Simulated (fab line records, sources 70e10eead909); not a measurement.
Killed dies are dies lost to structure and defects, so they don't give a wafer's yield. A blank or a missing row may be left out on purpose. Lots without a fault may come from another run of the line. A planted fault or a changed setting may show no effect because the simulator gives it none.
Which tool did it? | flow nand_harc | 24 lots, 72 wafers sampled, at 5 steps of a route of 1302

WHAT THE GAUGES READ, wafer by wafer
NHARC_A_M0_CD_MEAS_09: target cd 80 nm.
lot  | measured     | on        | cd_nm (nm)
L074 | day 23 02:04 | cd_sem-03 | 78.3 77.5 78.9
L075 | day 23 07:30 | cd_sem-01 | 77.4 77.0 78.3
L076 | day 23 13:46 | cd_sem-03 | 78.6 80.5 80.5
L078 | day 24 01:25 | cd_sem-02 | 80.5 79.0 79.4
L077 | day 24 03:40 | cd_sem-02 | 80.7 79.3 79.0
L080 | day 25 05:56 | cd_sem-03 | 79.8 80.4 80.2
L079 | day 25 09:31 | cd_sem-01 | 79.8 81.0 80.2
L081 | day 25 19:38 | cd_sem-01 | 79.6 80.4 79.7
L082 | day 26 04:18 | cd_sem-02 | 78.0 78.1 79.3
L083 | day 26 06:04 | cd_sem-01 | 79.2 78.3 80.0
L084 | day 26 18:29 | cd_sem-01 | 79.1 80.0 79.7
L085 | day 27 03:43 | cd_sem-03 | 79.8 79.3 78.0
L086 | day 27 14:44 | cd_sem-03 | 80.2 78.9 80.3
L087 | day 27 16:26 | cd_sem-02 | 79.0 79.0 79.9
L088 | day 28 09:59 | cd_sem-03 | 80.7 80.3 79.8
L089 | day 28 13:44 | cd_sem-01 | 80.1 80.9 81.8
L090 | day 29 07:16 | cd_sem-01 | 79.0 79.6 79.4
L091 | day 29 12:52 | cd_sem-01 | 79.7 79.8 79.2
L092 | day 30 15:04 | cd_sem-02 | 79.9 78.7 78.3
L093 | day 30 15:53 | cd_sem-02 | 80.5 78.8 79.6
L094 | day 31 08:47 | cd_sem-02 | 81.3 80.5 79.2
L095 | day 31 11:58 | cd_sem-02 | 80.3 79.7 80.6
L096 | day 31 19:32 | cd_sem-02 | 80.1 79.9 79.9
L097 | day 32 03:01 | cd_sem-03 | 79.9 79.4 80.5

WHICH TOOL RAN EACH LOT (tool, then ch and the chambers of the sampled wafers, then the start)
lot  | NHARC_A_CONTACT_ETCH_131             | NHARC_A_CONTACT_ETCH_136             | NHARC_A_BLC_DEGAS_30         | NHARC_A_BLC_ALD_23
L074 | har_cap_etch-03 ch 0,1, day 22 10:58 | har_cap_etch-03 ch 0,1, day 22 17:35 | pvd_sputter-01, day 22 23:42 | ald_metal-04 ch 1,2, day 22 23:56
L075 | har_cap_etch-02 ch 0,1, day 22 13:53 | har_cap_etch-02 ch 0,1, day 22 22:56 | pvd_sputter-01, day 23 05:19 | ald_metal-04 ch 0,2,3, day 23 05:34
L076 | har_cap_etch-01 ch 0,1, day 22 22:32 | har_cap_etch-02 ch 0,1, day 23 05:10 | pvd_sputter-03, day 23 11:30 | ald_metal-04 ch 0,2, day 23 11:44
L078 | har_cap_etch-03 ch 0,1, day 23 09:58 | har_cap_etch-02 ch 1, day 23 16:28   | pvd_sputter-03, day 23 23:02 | ald_metal-02 ch 0,2,3, day 23 23:17
L077 | har_cap_etch-01 ch 0,1, day 23 12:24 | har_cap_etch-03 ch 0,1, day 23 19:08 | pvd_sputter-02, day 24 01:22 | ald_metal-04 ch 1,2,3, day 24 01:38
L080 | har_cap_etch-03 ch 0,1, day 24 10:50 | har_cap_etch-03 ch 0,1, day 24 20:32 | pvd_sputter-01, day 25 03:45 | ald_metal-04 ch 0,3, day 25 04:00
L079 | har_cap_etch-02 ch 0,1, day 24 14:41 | har_cap_etch-03 ch 0,1, day 25 01:02 | pvd_sputter-02, day 25 07:11 | ald_metal-04 ch 0,1,3, day 25 07:26
L081 | har_cap_etch-03 ch 1, day 25 03:25   | har_cap_etch-02 ch 0,1, day 25 11:20 | pvd_sputter-01, day 25 17:28 | ald_metal-02 ch 0,2,3, day 25 17:44
L082 | har_cap_etch-01 ch 0,1, day 25 10:44 | har_cap_etch-03 ch 0,1, day 25 19:40 | pvd_sputter-03, day 26 02:01 | ald_metal-04 ch 0,1, day 26 02:15
L083 | har_cap_etch-03 ch 0,1, day 25 12:17 | har_cap_etch-01 ch 0,1, day 25 21:35 | pvd_sputter-02, day 26 03:47 | ald_metal-02 ch 0,1, day 26 04:02
L084 | har_cap_etch-03 ch 0, day 26 03:16   | har_cap_etch-02 ch 0, day 26 09:56   | pvd_sputter-03, day 26 16:11 | ald_metal-01 ch 0,2, day 26 16:26
L085 | har_cap_etch-01 ch 0,1, day 26 08:46 | har_cap_etch-01 ch 0,1, day 26 19:25 | pvd_sputter-01, day 27 01:33 | ald_metal-02 ch 1,2,3, day 27 01:50
L086 | har_cap_etch-02 ch 0,1, day 26 22:07 | har_cap_etch-03 ch 0,1, day 27 06:17 | pvd_sputter-02, day 27 12:27 | ald_metal-01 ch 1,3, day 27 12:42
L087 | har_cap_etch-03 ch 0,1, day 26 23:43 | har_cap_etch-03 ch 0,1, day 27 07:55 | pvd_sputter-02, day 27 14:10 | ald_metal-04 ch 1,3, day 27 14:24
L088 | har_cap_etch-01 ch 0,1, day 27 18:41 | har_cap_etch-03 ch 0,1, day 28 01:15 | pvd_sputter-03, day 28 07:41 | ald_metal-02 ch 0,2,3, day 28 07:57
L089 | har_cap_etch-02 ch 0,1, day 27 20:50 | har_cap_etch-02 ch 0,1, day 28 05:04 | pvd_sputter-03, day 28 11:36 | ald_metal-01 ch 1,2,3, day 28 11:52
L090 | har_cap_etch-01 ch 0,1, day 28 15:29 | har_cap_etch-03 ch 1, day 28 22:52   | pvd_sputter-02, day 29 04:59 | ald_metal-01 ch 1,3, day 29 05:15
L091 | har_cap_etch-02 ch 0,1, day 28 18:49 | har_cap_etch-01 ch 0,1, day 29 04:12 | pvd_sputter-01, day 29 10:35 | ald_metal-02 ch 1,2, day 29 10:48
L092 | har_cap_etch-01 ch 0,1, day 29 23:13 | har_cap_etch-02 ch 0,1, day 30 06:33 | pvd_sputter-01, day 30 12:46 | ald_metal-04 ch 1,2, day 30 13:00
L093 | har_cap_etch-02 ch 0,1, day 30 00:06 | har_cap_etch-03 ch 0,1, day 30 07:24 | pvd_sputter-01, day 30 13:43 | ald_metal-02 ch 1,2,3, day 30 13:58
L094 | har_cap_etch-02 ch 0,1, day 30 15:41 | har_cap_etch-01 ch 0,1, day 31 00:01 | pvd_sputter-01, day 31 06:38 | ald_metal-01 ch 0,1,2, day 31 06:56
L095 | har_cap_etch-03 ch 0,1, day 30 18:40 | har_cap_etch-01 ch 0,1, day 31 03:23 | pvd_sputter-03, day 31 09:49 | ald_metal-04 ch 1,2,3, day 31 10:05
L096 | har_cap_etch-03 ch 0, day 31 04:20   | har_cap_etch-01 ch 0, day 31 10:52   | pvd_sputter-01, day 31 17:14 | ald_metal-02 ch 0,2,3, day 31 17:31
L097 | har_cap_etch-02 ch 0,1, day 31 10:50 | har_cap_etch-03 ch 0,1, day 31 18:37 | pvd_sputter-03, day 32 00:50 | ald_metal-01 ch 0,1, day 32 01:05
- NHARC_A_CONTACT_ETCH_131: etches the open film in C4F8/O2/Ar, time 197 s, target depth 1918 nm.
- NHARC_A_CONTACT_ETCH_136: etches the open film in C4F8/O2/Ar, time 311 s, target depth 1912 nm.
- NHARC_A_BLC_DEGAS_30: time 60 s.
- NHARC_A_BLC_ALD_23: deposits TiN, target thk 3 nm, pulse time 1 s, ald cycles 150.

WHAT THE TOOLS THEMSELVES READ (means of the sampled wafers that have a number; where no wafer has one, the mark that the record gives instead)
NHARC_A_BLC_DEGAS_30.
lot  | tool           | heater_power_w (W)
L074 | pvd_sputter-01 | 411
L075 | pvd_sputter-01 | 457
L076 | pvd_sputter-03 | 474
L078 | pvd_sputter-03 | 503
L077 | pvd_sputter-02 | 430
L080 | pvd_sputter-01 | 406
L079 | pvd_sputter-02 | 419
L081 | pvd_sputter-01 | 455
L082 | pvd_sputter-03 | 474
L083 | pvd_sputter-02 | 415
L084 | pvd_sputter-03 | 496
L085 | pvd_sputter-01 | 431
L086 | pvd_sputter-02 | 458
L087 | pvd_sputter-02 | 444
L088 | pvd_sputter-03 | 530
L089 | pvd_sputter-03 | 518
L090 | pvd_sputter-02 | 430
L091 | pvd_sputter-01 | 418
L092 | pvd_sputter-01 | 404
L093 | pvd_sputter-01 | 433
L094 | pvd_sputter-01 | 402
L095 | pvd_sputter-03 | 470
L096 | pvd_sputter-01 | 468
L097 | pvd_sputter-03 | 485

NHARC_A_BLC_ALD_23.
lot  | tool         | heater_power_outer_w (W) | heater_power_w (W) | precursor_pulse_height_rel
L074 | ald_metal-04 | 728                      | 1114               | 0.991
L075 | ald_metal-04 | 724                      | 1122               | 1.012
L076 | ald_metal-04 | 671                      | 1039               | 1.006
L078 | ald_metal-02 | 649                      | 993                | 1.006
L077 | ald_metal-04 | 745                      | 1161               | 0.999
L080 | ald_metal-04 | 636                      | 971                | 0.992
L079 | ald_metal-04 | 680                      | 1007               | 0.999
L081 | ald_metal-02 | 650                      | 998                | 0.997
L082 | ald_metal-04 | 662                      | 959                | 0.992
L083 | ald_metal-02 | 763                      | 1094               | 0.997
L084 | ald_metal-01 | 746                      | 1196               | 0.994
L085 | ald_metal-02 | 717                      | 1046               | 1.013
L086 | ald_metal-01 | 771                      | 1169               | 0.986
L087 | ald_metal-04 | 721                      | 1112               | 1.015
L088 | ald_metal-02 | 667                      | 1020               | 0.989
L089 | ald_metal-01 | 761                      | 1150               | 0.972
L090 | ald_metal-01 | 788                      | 1160               | 1.002
L091 | ald_metal-02 | 721                      | 1070               | 1.014
L092 | ald_metal-04 | 721                      | 1101               | 1.032
L093 | ald_metal-02 | 700                      | 1038               | 1.007
L094 | ald_metal-01 | 761                      | 1184               | 1.009
L095 | ald_metal-04 | 749                      | 1158               | 1.008
L096 | ald_metal-02 | 673                      | 1020               | 1.007
L097 | ald_metal-01 | 773                      | 1207               | 0.993

THE ANSWER, worked out from the rows above alone
Rule: what is usual is taken from the lots themselves. Put in order of their means at a reading, lots are off if they are a third of the lots or fewer, leave a main group of 4 or more, and stand apart from it by a gap of 3 or more times the standard deviation of the main group's means; of several such gaps the widest counts. A main group whose means are all the same, to the digits that the tables above print for the reading, isn't used. A lot without any number at a reading at which 4 lots or more have one is off too. The other lots that the step has rows for count as sound. The gauges are gone through in route order, then the tools' own readings, and for those a lot's mean is taken as printed above. The first step at which some lot is off is used, and at that step the reading that is off furthest; a lot without a number counts as furthest.
No lot is off at any reading shown: from this, nothing can be told.

WHAT THE SIMULATOR HAD PUT IN
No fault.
